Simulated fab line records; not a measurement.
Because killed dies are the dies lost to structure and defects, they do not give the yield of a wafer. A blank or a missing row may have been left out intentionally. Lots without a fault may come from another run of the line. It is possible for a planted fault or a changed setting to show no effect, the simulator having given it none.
Which tool did it?    flow n5_finfet    24 lots with 72 wafers sampled at 4 steps, on a route of 1938 steps

WHAT THE GAUGES SHOWED, per wafer
N5_BEOL_M15_RS_MEAS_54: the measuring method here is four-point-probe.
lot   measured      on             M15_RS (ohm/sq)
L075  day 11 23:07  film_metro-01  0.0213 0.0215 0.0220
L074  day 12 01:35  film_metro-02  0.0218 0.0223 0.0214
L076  day 12 11:44  film_metro-02  0.0213 0.0217 0.0220
L077  day 12 16:41  film_metro-01  0.0212 0.0217 0.0215
L079  day 13 12:20  film_metro-02  0.0213 0.0219 0.0207
L078  day 13 12:38  film_metro-02  0.0217 0.0211 0.0211
L080  day 13 15:19  film_metro-02  0.0220 0.0210 0.0214
L081  day 13 18:28  film_metro-02  0.0210 0.0207 0.0207
L082  day 14 04:03  film_metro-02  0.0222 0.0217 0.0216
L085  day 15 10:56  film_metro-02  0.0212 0.0209 0.0219
L086  day 15 14:07  film_metro-02  0.0207 0.0221 0.0205
L083  day 15 16:31  film_metro-01  0.0210 0.0224 0.0213
L084  day 15 16:47  film_metro-02  0.0213 0.0212 0.0212
L088  day 15 17:25  film_metro-02  0.0211 0.0219 0.0214
L087  day 15 22:53  film_metro-02  0.0219 0.0214 0.0220
L091  day 16 06:17  film_metro-02  0.0220 0.0213 0.0221
L089  day 16 06:45  film_metro-01  0.0220 0.0216 0.0216
L090  day 16 05:31  film_metro-02  0.0209 0.0218 0.0216
L092  day 17 08:32  film_metro-02  0.0219 0.0214 0.0214
L094  day 17 10:41  film_metro-01  0.0212 0.0222 0.0207
L095  day 17 15:50  film_metro-02  0.0220 0.0215 0.0216
L093  day 18 07:03  film_metro-01  0.0212 0.0218 0.0214
L097  day 18 13:19  film_metro-01  0.0208 0.0213 0.0224
L096  day 18 17:52  film_metro-01  0.0214 0.0206 0.0211

WHICH TOOL RAN EACH LOT (tool, then ch and the chambers of the sampled wafers, then the start)
lot   N5_BEOL_M15_STRIP_64                           N5_BEOL_M15_ETCH_57                 N5_BEOL_M15_SPUTTER_45
L075  rie_diel-03 ch 1,2,3, day 11 15:05 or earlier  rie_diel-03 ch 0,1,2, day 11 15:05  pvd_sputter-03, day 11 22:02
L074  rie_diel-02 ch 2,3, day 11 20:50 or earlier    rie_diel-06 ch 0,1,2, day 11 20:50  pvd_sputter-03, day 11 23:58
L076  rie_diel-03 ch 1,2, day 12 07:51 or earlier    rie_diel-02 ch 1,2, day 12 07:51    pvd_sputter-01, day 12 10:40
L077  rie_diel-06 ch 0,1,2, day 12 12:55 or earlier  rie_diel-06 ch 0,1,2, day 12 12:55  pvd_sputter-03, day 12 15:37
L079  rie_diel-06 ch 0,1,2, day 13 08:00 or earlier  rie_diel-02 ch 0,3, day 13 08:00    pvd_sputter-03, day 13 11:16
L078  rie_diel-03 ch 0,1,3, day 13 08:19 or earlier  rie_diel-06 ch 0,1,2, day 13 08:19  pvd_sputter-01, day 13 11:33
L080  rie_diel-03 ch 1,3, day 13 09:24 or earlier    rie_diel-02 ch 0,3, day 13 09:24    pvd_sputter-01, day 13 14:14
L081  rie_diel-03 ch 0,3, day 13 13:53 or earlier    rie_diel-03 ch 0,1,2, day 13 13:53  pvd_sputter-02, day 13 17:23
L082  rie_diel-06 ch 0,2,3, day 13 23:17 or earlier  rie_diel-02 ch 2,3, day 13 23:17    pvd_sputter-03, day 14 02:58
L085  rie_diel-03 ch 0,1, day 15 04:43 or earlier    rie_diel-02 ch 0,1,3, day 15 04:43  pvd_sputter-01, day 15 09:24
L086  rie_diel-02 ch 0,1,2, day 15 04:55 or earlier  rie_diel-03 ch 0,2,3, day 15 04:55  pvd_sputter-02, day 15 12:55
L083  rie_diel-03 ch 0,2,3, day 15 05:17 or earlier  rie_diel-06 ch 0,1,2, day 15 05:17  pvd_sputter-01, day 15 15:10
L084  rie_diel-02 ch 1,2,3, day 15 09:26 or earlier  rie_diel-06 ch 0,1, day 15 09:26    pvd_sputter-03, day 15 15:31
L088  rie_diel-02 ch 2,3, day 15 11:55 or earlier    rie_diel-06 ch 0,2, day 15 11:55    pvd_sputter-01, day 15 15:34
L087  rie_diel-02 ch 0,1,3, day 15 17:04 or earlier  rie_diel-02 ch 0,1,2, day 15 17:04  pvd_sputter-01, day 15 21:43
L091  rie_diel-06 ch 0,3, day 15 21:44 or earlier    rie_diel-03 ch 0,3, day 15 21:44    pvd_sputter-02, day 16 05:04
L089  rie_diel-02 ch 0,1,3, day 15 23:18 or earlier  rie_diel-02 ch 0,2,3, day 15 23:18  pvd_sputter-01, day 16 05:05
L090  rie_diel-03 ch 0,3, day 16 00:56 or earlier    rie_diel-06 ch 0,2,3, day 16 00:56  pvd_sputter-03, day 16 04:26
L092  rie_diel-06 ch 2,3, day 17 01:05 or earlier    rie_diel-03 ch 0,1, day 17 01:05    pvd_sputter-03, day 17 07:27
L094  rie_diel-06 ch 2,3, day 17 02:01 or earlier    rie_diel-03 ch 1,2,3, day 17 02:01  pvd_sputter-01, day 17 09:34
L095  rie_diel-03 ch 1,2,3, day 17 10:10 or earlier  rie_diel-03 ch 0,1,2, day 17 10:10  pvd_sputter-03, day 17 14:43
L093  rie_diel-03 ch 0,2,3, day 17 23:59 or earlier  rie_diel-03 ch 1,2, day 17 23:59    pvd_sputter-01, day 18 05:52
L097  rie_diel-02 ch 0,1,3, day 18 08:14 or earlier  rie_diel-06 ch 0,1,3, day 18 08:14  pvd_sputter-02, day 18 12:13
L096  rie_diel-02 ch 0,2,3, day 18 09:16 or earlier  rie_diel-06 ch 0,2, day 18 09:16    pvd_sputter-02, day 18 16:02
- N5_BEOL_M15_STRIP_64: strips in O2.
- N5_BEOL_M15_ETCH_57: etches SOC in N2/H2, time 750 s.
- N5_BEOL_M15_SPUTTER_45: material Cu, target thk 100 nm, time 16.67 s.

AS READ BY THE TOOLS THEMSELVES (means over the sampled wafers that have a number; for cases with no such wafer, the mark the record gives instead)
N5_BEOL_M15_STRIP_64.
lot   tool         drypump_motor_current_A (A)  oes_product_au (a.u.)  rf_vpp_V (V)  showerhead_plenum_p_Torr (Torr)  throttle_valve_pct (%)
L075  rie_diel-03  5.6                          0.88                   3.8           2.06                             16.53
L074  rie_diel-02  5.4                          0.70                   3.9           2.17                             16.81
L076  rie_diel-03  5.6                          0.95                   3.2           2.05                             16.35
L077  rie_diel-06  5.7                          0.76                   3.8           2.16                             16.86
L079  rie_diel-06  5.7                          0.76                   3.5           2.16                             16.87
L078  rie_diel-03  5.4                          0.80                   3.3           2.09                             16.62
L080  rie_diel-03  5.5                          0.78                   4.1           2.05                             16.62
L081  rie_diel-03  5.4                          0.74                   3.2           2.15                             16.80
L082  rie_diel-06  5.7                          0.83                   3.8           2.15                             16.69
L085  rie_diel-03  5.4                          0.79                   4.2           2.14                             16.63
L086  rie_diel-02  5.9                          0.79                   3.9           2.15                             16.59
L083  rie_diel-03  5.6                          0.78                   4.0           2.10                             16.75
L084  rie_diel-02  5.6                          0.79                   3.7           2.13                             16.55
L088  rie_diel-02  5.4                          0.87                   3.5           2.16                             16.52
L087  rie_diel-02  6.0                          0.86                   3.8           2.15                             16.33
L091  rie_diel-06  5.6                          0.86                   4.0           2.13                             16.53
L089  rie_diel-02  6.0                          0.86                   3.8           2.15                             16.33
L090  rie_diel-03  5.4                          0.73                   3.7           2.14                             16.83
L092  rie_diel-06  5.8                          0.82                   3.2           2.15                             16.65
L094  rie_diel-06  6.0                          0.77                   3.7           2.16                             16.85
L095  rie_diel-03  5.6                          0.90                   3.3           2.04                             16.42
L093  rie_diel-03  5.6                          0.84                   4.0           2.10                             16.60
L097  rie_diel-02  6.1                          0.83                   4.2           2.14                             16.36
L096  rie_diel-02  5.7                          0.82                   4.1           2.17                             16.61

N5_BEOL_M15_ETCH_57.
lot   tool         drypump_motor_current_A (A)  oes_product_au (a.u.)  rf_vpp_V (V)  showerhead_plenum_p_Torr (Torr)  throttle_valve_pct (%)
L075  rie_diel-03  5.5                          0.89                   523.4         2.54                             17.57
L074  rie_diel-06  5.8                          0.76                   525.3         2.61                             17.85
L076  rie_diel-02  5.4                          0.73                   525.6         2.60                             17.84
L077  rie_diel-06  5.7                          0.75                   525.0         2.61                             17.86
L079  rie_diel-02  6.3                          0.99                   528.3         2.69                             17.49
L078  rie_diel-06  5.8                          0.74                   525.4         2.60                             17.87
L080  rie_diel-02  6.3                          0.98                   526.9         2.69                             17.50
L081  rie_diel-03  5.5                          0.86                   524.0         2.53                             17.59
L082  rie_diel-02  5.3                          0.80                   526.5         2.61                             17.78
L085  rie_diel-02  6.1                          0.86                   525.3         2.62                             17.50
L086  rie_diel-03  5.6                          0.78                   524.1         2.54                             17.85
L083  rie_diel-06  5.7                          0.84                   524.9         2.60                             17.73
L084  rie_diel-06  5.7                          0.92                   525.5         2.59                             17.54
L088  rie_diel-06  5.9                          0.75                   526.5         2.61                             17.91
L087  rie_diel-02  5.9                          0.78                   526.1         2.63                             17.75
L091  rie_diel-03  5.5                          0.70                   523.0         2.56                             18.05
L089  rie_diel-02  5.8                          0.84                   525.6         2.64                             17.66
L090  rie_diel-06  5.7                          0.79                   525.4         2.60                             17.80
L092  rie_diel-03  5.4                          0.78                   523.8         2.58                             17.79
L094  rie_diel-03  5.6                          0.91                   521.8         2.48                             17.51
L095  rie_diel-03  5.6                          0.83                   523.8         2.52                             17.64
L093  rie_diel-03  5.7                          0.87                   522.4         2.46                             17.46
L097  rie_diel-06  5.6                          0.85                   525.1         2.58                             17.64
L096  rie_diel-06  5.6                          0.75                   524.8         2.57                             17.85

N5_BEOL_M15_SPUTTER_45.
lot   tool            throttle_valve_pct (%)
L075  pvd_sputter-03  29.6
L074  pvd_sputter-03  29.0
L076  pvd_sputter-01  30.3
L077  pvd_sputter-03  29.5
L079  pvd_sputter-03  29.7
L078  pvd_sputter-01  29.7
L080  pvd_sputter-01  29.8
L081  pvd_sputter-02  31.0
L082  pvd_sputter-03  29.1
L085  pvd_sputter-01  29.5
L086  pvd_sputter-02  31.3
L083  pvd_sputter-01  29.7
L084  pvd_sputter-03  29.7
L088  pvd_sputter-01  29.8
L087  pvd_sputter-01  30.6
L091  pvd_sputter-02  30.8
L089  pvd_sputter-01  29.6
L090  pvd_sputter-03  29.1
L092  pvd_sputter-03  29.2
L094  pvd_sputter-01  30.4
L095  pvd_sputter-03  29.1
L093  pvd_sputter-01  30.6
L097  pvd_sputter-02  31.2
L096  pvd_sputter-02  30.1

THE ANSWER, worked out from the rows above alone
Rule: the lots themselves supply what counts as usual. The widest of any qualifying gaps counts: lots, ordered by their means at a reading, are off when they make up no more than a third of the lots, leave a main group of 4 or more, and stand apart from it by 3 or more times the standard deviation of that group's means. Not used: any main group whose means are identical at the precision the tables above print for the reading. Also off: a lot with no number at a reading for which 4 or more lots have one. All remaining lots with rows at the step are treated as sound. Order of review: gauges by route order, followed by the tools' own readings, for which a lot's mean as printed above is used. The first step at which some lot is off is used, and at that step the reading that is off furthest; a lot without a number counts as furthest.
No lot is off at any reading shown: from this, nothing can be told.

WHAT THE SIMULATOR PUT IN
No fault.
